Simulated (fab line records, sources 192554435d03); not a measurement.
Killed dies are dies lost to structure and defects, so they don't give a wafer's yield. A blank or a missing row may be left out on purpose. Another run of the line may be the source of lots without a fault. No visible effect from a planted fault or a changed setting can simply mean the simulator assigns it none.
Which tool did it? / flow n5 finfet / 30 wafers sampled from 10 lots at 1 step of a route of 1938

WHAT THE GAUGES SHOWED, per wafer
N5_MOL_CONTACT_COAG_INSPECT_10: inspects for defects (brightfield).
lot=L076; measured=day 5 08:31; on=defect inspect-02; raw defect count=88 94 107
lot=L078; measured=day 5 15:11; on=defect inspect-02; raw defect count=96 56 70
lot=L080; measured=day 6 03:59; on=defect inspect-02; raw defect count=79 55 63
lot=L083; measured=day 7 04:07; on=defect inspect-02; raw defect count=113 127 126
lot=L086; measured=day 7 20:59; on=defect inspect-01; raw defect count=217 151 95
lot=L088; measured=day 8 04:06; on=defect inspect-01; raw defect count=45 57 39
lot=L090; measured=day 8 14:40; on=defect inspect-02; raw defect count=71 67 46
lot=L092; measured=day 9 05:55; on=defect inspect-02; raw defect count=77 48 75
lot=L094; measured=day 9 17:19; on=defect inspect-02; raw defect count=42 56 56
lot=L096; measured=day 10 05:55; on=defect inspect-01; raw defect count=143 90 88

WHAT TOOL EACH LOT RAN ON (gives the tool, then ch and the chambers of the sampled wafers, and finally the start)
There is no process step in the record ahead of these readings.

THE ANSWER, worked out from the rows above alone
Rule: the lots themselves supply what counts as usual. The widest of any qualifying gaps counts: lots, ordered by their means at a reading, are off when they make up no more than a third of the lots, leave a main group of 4 or more, and stand apart from it by 3 or more times the standard deviation of that group's means. A main group is skipped when, at the precision printed for the reading in the tables above, its means are all equal. Also off: a lot with no number at a reading for which 4 or more lots have one. Where the step has rows for the other lots, those lots are counted as sound.
No lot is off on any of the readings shown, so nothing can be concluded from this.

WHAT THE SIMULATOR HAD INSERTED
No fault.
